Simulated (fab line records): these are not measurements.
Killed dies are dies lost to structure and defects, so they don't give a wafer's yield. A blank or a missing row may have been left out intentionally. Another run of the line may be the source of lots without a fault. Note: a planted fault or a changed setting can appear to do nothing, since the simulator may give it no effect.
fab line records -- flow nand-harc
[record] lots = 12, wafers = 36, last-day = 25
route steps=1159 shown P_STI@88 P_GATE@149
lots untouched by any fault: they come from a run of this same line in which no faults occurred
start-h: hours from the record's opening day to when the first of the lot's shown wafers began -- wait-h: hours elapsed since this lot's preceding step -- " the same as in the row above -- L1.1+2: several wafers, shown together as one row -- - no value, or no start given -- * or withheld: withheld -- < > ~ a bound
route shown NAME@n: names a module that has steps shown in the file, with the first one's number in the route -- usual: the fault-free wafers' mean and standard deviation -- same: alike in all rows -- chamber/n: place in a boat -- sites: the reading at each site -- _std_site: the values' standard deviation -- _edge_site: mean of outer sites minus mean of inner sites -- radius-mm: how far each site lies from the wafer's centre -- mask NAME#n: copy n -- behind: the tool/chamber that last shaped the wafer -- hold: reason for holding the lot/hours on hold/outcome of the hold -- device: which transistor (n, p or np) failed to switch -- end of line: tests of these same wafers at the route's end -- a step with no rows: only its recipe -- killed: at the first sort, the dies lost to defects and structure; wafer yield is something else -- map: a wafer's dies, x killed, . not, _ none there
set.NAME: setting as actually run; set.NAME@STEP: the setting as run at that earlier step -- model.NAME: the simulator's own value behind a step, which no gauge read
route steps across a sampled set of lots; one table per step, one row per wafer
services: when a tool's chamber went out of use (start-h, in hours from the record's first day, below 0 if earlier), for how many hours, and the reason
[[steps]]
[step NHARC_P_STI_ETCH_42]
[recipe] target-depth-a = 800, overetch-a = 240, time-s = 61, ion-energy-ev = 200, n2-flow-sccm = 150, h2-flow-sccm = 150, ar-flow-sccm = 0, rf-w = 400, bias-w = 150, chemistry = N2/H2
[usual] drypump-motor-current-A = 5.6/0.45, oes-product-au = 1.002/0.0071, rf-vpp-V = 431.5/2.2, showerhead-plenum-p-Torr = 2.08/0.079, throttle-valve-pct = 14.171/0.0093
lot.wafer,tool,chamber,start-h,wait-h,drypump-motor-current-A,oes-product-au,rf-hours-counter-h,rf-vpp-V,showerhead-plenum-p-Torr,throttle-valve-pct
L134.3,rie-diel-07,3,43.24,0.1,5.7,1.010,3.5,431.4,2.06,14.170
L134.5,rie-diel-07,2,43.24,0.1,5.1,1.002,-,434.6,2.13,14.167
L134.6,rie-diel-07,3,43.24,0.1,5.7,1.010,-,432.5,2.06,14.187
L136.1,rie-diel-06,3,50.39,0.1,5.3,0.986,5.4,430.5,2.08,14.169
L136.3,rie-diel-06,0,50.39,0.1,4.8,0.991,5.2,430.6,2.05,14.165
L136.5,rie-diel-06,1,50.39,0.1,5.8,0.995,-,427.7,1.93,14.168
L137.2,rie-diel-06,0,59.27,0.1,4.8,1.002,5.5,431.6,2.05,14.157
L137.6,rie-diel-06,3,59.27,0.1,5.3,1.011,-,430.1,2.08,14.171
L137.5,rie-diel-06,0,59.27,0.1,4.8,1.014,-,430.4,2.05,14.166
L138.1,rie-diel-01,1,66.62,0.1,5.4,1.006,5.6,432.2,2.06,14.169
L138.2,rie-diel-01,2,66.62,0.1,5.3,1.006,5.5,434.0,2.21,14.172
L138.6,rie-diel-01,0,66.62,0.1,5.5,1.005,-,434.7,2.19,14.163
L140.3,rie-diel-01,2,79.36,0.1,5.3,0.998,5.8,435.2,2.21,14.163
L140.4,rie-diel-01,3,79.36,0.1,5.5,1.016,6.0,432.1,2.07,14.172
L140.6,rie-diel-01,2,79.36,0.1,5.3,1.001,-,436.0,2.21,14.163
L142.2,rie-diel-01,3,91.50,0.1,5.4,1.004,6.8,432.3,2.07,14.187
L142.4,rie-diel-01,2,91.50,0.1,5.3,1.007,6.6,435.2,2.21,14.174
L142.5,rie-diel-01,0,91.50,0.1,5.5,1.004,-,433.3,2.19,14.170
L144.4,rie-diel-07,2,100.95,0.1,5.1,1.017,0.6,433.3,2.13,14.168
L144.5,rie-diel-07,2,100.95,0.1,5.1,1.005,-,432.1,2.13,14.181
L144.6,rie-diel-07,3,100.95,0.1,5.7,1.011,-,430.1,2.06,14.170
L146.4,rie-diel-06,1,115.77,0.1,5.8,1.004,-,427.4,1.93,14.168
L146.5,rie-diel-06,3,115.77,0.1,5.4,1.010,-,431.7,2.07,14.182
L146.6,rie-diel-06,0,115.77,0.1,4.8,1.001,-,431.2,2.05,14.178
L150.4,rie-diel-01,3,137.29,0.1,5.4,1.014,9.8,429.2,2.07,14.173
L150.2,rie-diel-01,0,137.29,0.1,5.5,0.995,10.2,433.4,2.19,14.180
L150.6,rie-diel-01,0,137.29,0.1,5.5,1.008,-,433.6,2.19,14.168
L152.2,rie-diel-01,2,149.17,0.1,5.3,0.988,0.0,434.6,2.21,14.181
L152.1,rie-diel-01,3,149.17,0.1,5.4,1.005,0.0,431.2,2.07,14.179
L152.3,rie-diel-01,0,149.17,0.1,5.5,0.856,0.0,435.1,2.19,14.170
L154.2,rie-diel-01,0,161.16,0.1,5.6,1.002,0.7,435.1,2.19,14.173
L154.4,rie-diel-01,0,161.16,0.1,5.6,0.861,-,433.0,2.19,14.189
L154.6,rie-diel-01,2,161.16,0.1,5.3,0.863,-,433.7,2.21,14.168
L156.1,rie-diel-07,2,176.52,0.1,5.1,1.005,2.5,432.0,2.13,14.196
L156.2,rie-diel-07,3,176.52,0.1,5.7,0.996,2.5,431.1,2.06,14.175
L156.6,rie-diel-07,0,176.52,0.1,6.2,1.000,-,431.3,2.06,14.175
[step NHARC_P_GATE_ETCH_32]
[recipe] target-depth-a = 1500, over-etch-frac = 1, over-etch-ion-energy-ev = 40, time-s = 100.1, hbr-flow-sccm = 150, cl2-flow-sccm = 50, rf-w = 400, icp-w = 400, bias-w = 100, chemistry = HBr/Cl2
[usual] drypump-motor-current-A = 5.7/0.49, oes-product-au = 0.997/0.0074, throttle-valve-pct = 26.407/0.0092
[same] over-etch-frac = 1
lot.wafer,tool,chamber,start-h,wait-h,drypump-motor-current-A,oes-product-au,rf-hours-counter-h,throttle-valve-pct
L134.3,rie-si-01,0,92.26,-,5.4,0.994,1.2,26.417
L134.6,rie-si-01,3,92.26,-,5.6,0.993,-,26.412
L134.5,rie-si-01,0,92.26,-,5.4,1.001,-,26.398
L136.1,rie-si-02,0,107.01,-,5.0,1.002,0.5,26.400
L136.3,rie-si-02,2,107.01,-,6.7,0.997,0.6,26.421
L136.5,rie-si-02,0,107.01,-,5.0,0.993,-,26.414
L137.2,rie-si-02,2,111.45,-,6.7,1.005,0.6,26.413
L137.5,rie-si-02,2,111.45,-,6.7,1.011,-,26.414
L137.6,rie-si-02,3,111.45,-,5.1,1.006,-,26.401
L138.2,rie-si-01,3,121.68,-,5.6,0.983,1.3,26.403
L138.1,rie-si-01,0,121.68,-,5.4,0.989,1.4,26.405
L138.6,rie-si-01,3,121.68,-,5.6,0.993,-,26.415
L140.4,rie-si-06,1,131.08,-,6.7,1.008,1.2,26.415
L140.3,rie-si-06,2,131.08,-,5.2,1.004,1.1,26.412
L140.6,rie-si-06,3,131.08,-,5.3,1.019,-,26.412
L142.4,rie-si-01,1,149.80,-,6.0,1.010,0.2,26.405
L142.2,rie-si-01,2,149.80,-,6.2,1.000,0.2,26.404
L142.5,rie-si-01,2,149.80,-,6.2,0.997,-,26.419
L146.4,rie-si-01,0,165.92,-,5.4,0.998,0.3,26.390
L146.6,rie-si-01,0,165.92,-,5.4,0.992,-,26.407
L146.5,rie-si-01,1,165.92,-,6.0,0.989,-,26.411
L144.4,rie-si-01,1,166.79,-,6.0,0.993,0.4,26.411
L144.5,rie-si-01,0,166.79,-,5.4,0.995,-,26.390
L144.6,rie-si-01,1,166.79,-,6.0,0.995,-,26.419
L150.4,rie-si-01,1,190.90,-,6.0,0.999,0.7,26.408
L150.2,rie-si-01,0,190.90,-,5.4,1.003,0.6,26.405
L150.6,rie-si-01,1,190.90,-,6.0,0.999,-,26.403
L152.3,rie-si-02,3,201.36,-,5.1,1.008,1.5,26.401
L152.2,rie-si-02,0,201.36,-,5.0,1.004,1.4,26.397
L152.1,rie-si-02,2,201.36,-,6.7,0.999,1.5,26.404
L154.2,rie-si-06,1,213.98,-,6.7,0.997,0.1,26.406
L154.4,rie-si-06,2,213.98,-,5.2,0.988,0.1,26.406
L154.6,rie-si-06,0,213.98,-,5.9,0.990,-,26.415
L156.1,rie-si-01,2,228.29,-,6.2,0.989,1.1,26.406
L156.2,rie-si-01,3,228.29,-,5.6,0.985,0.9,26.414
L156.6,rie-si-01,3,228.29,-,5.6,0.991,-,26.405
[step NHARC_P_GATE_ETCHBACK_37]
[recipe] target-depth-a = 345, time-s = 17.2, chf3-flow-sccm = 50, o2-flow-sccm = 10, ar-flow-sccm = 200, rf-w = 500, bias-w = 200, chemistry = CHF3/O2
[usual] drypump-motor-current-A = 5.6/0.37, o2-flow-sccm = 9.999/0.029, oes-product-au = 0.95/0.038, rf-vpp-V = 371.8/2.3, showerhead-plenum-p-Torr = 2.46/0.097, throttle-valve-pct = 20.573/0.0086
lot.wafer,tool,chamber,start-h,wait-h,drypump-motor-current-A,o2-flow-sccm,oes-product-au,rf-hours-counter-h,rf-vpp-V,showerhead-plenum-p-Torr,throttle-valve-pct
L134.3,rie-diel-03,1,-,-,5.6,9.988,1.00,11,375.4,2.57,20.568
L134.6,rie-diel-03,1,-,-,5.5,9.992,0.99,-,374.8,2.57,20.577
L134.5,rie-diel-03,2,-,-,5.3,9.995,0.99,-,373.0,2.50,20.570
L136.3,rie-diel-11,2,-,-,6.0,10.016,0.99,25,373.2,2.59,20.548
L136.1,rie-diel-11,3,-,-,5.9,9.981,0.99,32,373.8,2.48,20.581
L136.5,rie-diel-11,1,-,-,5.6,10.035,1.00,-,373.1,2.48,20.583
L137.2,rie-diel-03,0,-,-,5.4,9.931,0.92,14,367.8,2.28,20.567
L137.5,rie-diel-03,0,-,-,5.4,9.972,0.92,-,368.0,2.28,20.568
L137.6,rie-diel-03,1,-,-,5.6,10.033,0.91,-,374.3,2.57,20.572
L138.2,rie-diel-11,0,-,-,5.3,9.987,0.92,35,370.3,2.41,20.583
L138.1,rie-diel-11,1,-,-,5.5,9.953,0.92,37,371.3,2.47,20.571
L138.6,rie-diel-11,0,-,-,5.3,9.992,0.93,-,370.0,2.42,20.586
L140.3,rie-diel-03,0,-,-,5.4,9.982,0.92,17,365.8,2.28,20.579
L140.4,rie-diel-03,1,-,-,5.6,9.965,0.92,17,373.6,2.57,20.569
L140.6,rie-diel-03,0,-,-,5.4,10.013,0.92,-,367.8,2.28,20.568
L142.2,rie-diel-03,1,-,-,5.5,9.973,0.91,21,373.7,2.57,20.585
L142.4,rie-diel-03,1,-,-,5.5,9.974,0.93,-,375.3,2.57,20.568
L142.5,rie-diel-03,0,-,-,5.4,9.996,0.92,-,367.5,2.28,20.582
L146.4,rie-diel-03,0,-,-,5.4,10.015,0.92,24,368.3,2.28,20.586
L146.6,rie-diel-03,0,-,-,5.4,10.003,0.91,-,367.9,2.28,20.579
L146.5,rie-diel-03,1,-,-,5.6,9.996,0.91,-,373.7,2.57,20.567
L144.4,rie-diel-03,0,-,-,5.4,10.002,1.00,25,368.0,2.28,20.569
L144.5,rie-diel-03,2,-,-,5.4,10.021,0.99,-,373.5,2.50,20.569
L144.6,rie-diel-03,3,-,-,6.4,10.032,1.00,-,372.4,2.49,20.566
L150.2,rie-diel-11,0,-,-,5.3,9.997,1.01,0,371.0,2.41,20.590
L150.4,rie-diel-11,2,-,-,6.1,9.988,1.00,1,374.5,2.58,20.565
L150.6,rie-diel-11,0,-,-,5.3,10.015,1.01,-,371.0,2.41,20.557
L152.3,rie-diel-04,3,-,-,6.2,10.007,1.00,40,370.9,2.43,20.574
L152.2,rie-diel-04,0,-,-,6.0,9.970,1.01,39,372.8,2.47,20.566
L152.1,rie-diel-04,1,-,-,5.0,10.056,1.01,38,369.9,2.38,20.575
L154.2,rie-diel-04,1,-,-,5.0,10.009,0.92,42,370.6,2.38,20.564
L154.4,rie-diel-04,0,-,-,6.0,9.966,0.94,44,372.0,2.47,20.588
L154.6,rie-diel-04,2,-,-,5.6,10.003,0.93,-,369.7,2.35,20.569
L156.2,rie-diel-03,0,-,-,5.4,10.035,1.00,2,368.9,2.27,20.550
L156.1,rie-diel-03,2,-,-,5.4,10.006,1.00,2,373.5,2.49,20.570
L156.6,rie-diel-03,0,-,-,5.4,10.027,1.00,-,367.9,2.27,20.581
[step NHARC_P_GATE_STRIP_111]
[recipe] power-w = 1500, temp-c = 110, time-s = 250, chemistry = N2/H2
[usual] drypump-motor-current-A = 6.0/0.31, heater-power-w = 84.3/2.6, rf-refl-power-W = 17.1/3
lot.wafer,tool,chamber,start-h,wait-h,drypump-motor-current-A,heater-power-w,rf-hours-counter-h,rf-refl-power-W
L134.3,plasma-asher-02,1,104.57,0.5,6.7,81.5,-,21.2
L134.5,plasma-asher-02,1,104.57,0.5,6.7,83.0,-,21.7
L134.6,plasma-asher-02,0,104.57,0.5,6.0,81.5,-,15.7
L136.1,plasma-asher-01,0,118.61,0.2,5.8,88.1,3,12.8
L136.3,plasma-asher-01,0,118.61,0.2,5.8,85.2,-,13.4
L136.5,plasma-asher-01,1,118.61,0.2,5.8,84.0,-,18.3
L137.2,plasma-asher-02,0,123.21,0.2,6.0,84.2,39,15.9
L137.5,plasma-asher-02,1,123.21,0.2,6.6,82.3,-,21.6
L137.6,plasma-asher-02,0,123.21,0.2,6.0,80.9,-,15.5
L138.1,plasma-asher-01,1,133.45,0.2,5.8,83.1,8,18.5
L138.2,plasma-asher-01,0,133.45,0.2,5.8,89.8,8,13.5
L138.6,plasma-asher-01,1,133.45,0.2,5.9,87.3,-,18.2
L140.3,plasma-asher-01,1,143.35,0.4,5.8,84.6,-,18.7
L140.4,plasma-asher-01,0,143.35,0.4,5.8,84.3,-,13.7
L140.6,plasma-asher-01,0,143.35,0.4,5.8,88.1,-,14.3
L142.2,plasma-asher-02,1,161.94,0.4,6.6,83.4,50,21.5
L142.4,plasma-asher-02,1,161.94,0.4,6.6,82.4,-,21.0
L142.5,plasma-asher-02,0,161.94,0.4,6.0,82.4,-,15.7
L146.4,plasma-asher-01,0,177.85,0.2,5.8,88.2,-,13.6
L146.6,plasma-asher-01,0,177.85,0.2,5.8,87.2,-,13.5
L146.5,plasma-asher-01,1,177.85,0.2,5.8,83.8,-,18.5
L144.4,plasma-asher-01,0,184.18,0.3,5.9,85.0,-,12.7
L144.6,plasma-asher-01,0,184.18,0.3,5.9,89.5,-,12.8
L144.5,plasma-asher-01,1,184.18,0.3,5.8,84.0,-,18.7
L150.2,plasma-asher-02,0,204.13,0.2,6.0,82.7,3,15.9
L150.4,plasma-asher-02,0,204.13,0.2,6.0,81.7,-,15.9
L150.6,plasma-asher-02,1,204.13,0.2,6.6,81.2,-,22.2
L152.1,plasma-asher-01,0,213.03,0.2,5.8,84.8,36,13.8
L152.2,plasma-asher-01,1,213.03,0.2,5.9,83.6,36,18.2
L152.3,plasma-asher-01,1,213.03,0.2,5.9,83.2,-,18.6
L154.2,plasma-asher-01,0,225.76,0.2,5.9,86.4,41,13.8
L154.4,plasma-asher-01,0,225.76,0.2,5.8,87.0,-,13.4
L154.6,plasma-asher-01,0,225.76,0.2,5.9,86.6,-,13.7
L156.2,plasma-asher-02,1,240.25,0.2,6.6,81.1,17,20.5
L156.1,plasma-asher-02,0,240.25,0.2,5.9,80.9,17,15.6
L156.6,plasma-asher-02,0,240.25,0.2,5.9,83.2,-,15.8
[[services]]
tool,chamber,start-h,hours,kind
rie-diel-11,0,24.63,7.1,repair
rie-diel-06,2,26.57,11.1,repair
rie-diel-01,1,27.82,10.5,repair
rie-diel-07,-,30.15,0.3,repair
plasma-asher-01,-,32.69,0.7,repair
rie-si-02,-,34.00,9.0,pm
rie-diel-03,-,38.30,9.0,pm
rie-diel-07,-,51.20,9.0,pm
rie-si-01,0,51.22,1.5,repair
rie-diel-01,2,52.52,8.0,repair
rie-si-01,2,87.95,3.9,repair
rie-diel-01,-,92.26,1.7,repair
rie-diel-03,-,94.39,0.5,repair
rie-diel-01,2,95.81,3.3,repair
plasma-asher-01,-,99.00,9.0,pm
rie-si-01,3,102.87,1.9,repair
rie-si-01,-,105.45,2.9,repair
rie-si-01,-,127.00,9.0,pm
rie-diel-01,-,137.80,9.0,pm
rie-diel-01,1,156.94,8.5,repair
rie-diel-03,-,166.74,1.7,repair
plasma-asher-02,-,183.25,9.0,pm
rie-diel-01,2,184.30,15.7,repair
rie-diel-03,-,215.33,9.0,pm
[[key]]
[first-sign] step = NHARC_P_STI_ETCH_42, reading = oes-product-au, direction = down, sigmas = 20, usual = 1.002, struck = 0.860
effect none on later readings
met-at NHARC_P_STI_ETCH_42
struck-lots L152,L154
struck-wafers L152.3,L154.4,L154.6
tester-left-out L152,L154
not-acting-at NHARC_P_GATE_ETCH_32,NHARC_P_GATE_ETCHBACK_37,NHARC_P_GATE_STRIP_111
onset-between 137.29 149.17
[fault] kind = process-parameter-drift, tool = rie-diel-01, chamber = -, onset-h = 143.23, steps = NHARC_P_STI_ETCH_42, channel = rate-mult, offset = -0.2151, shape = step, end-h = 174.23, scope = struck-wafers-only
// tester-left-out: of these lots the tester's yield and bins aren't shown, on N5 and GAA mostly nor the transistor test; their killed dies are dies lost to structure and defects alone, not to doping, threshold or leakage, so they don't give the yield
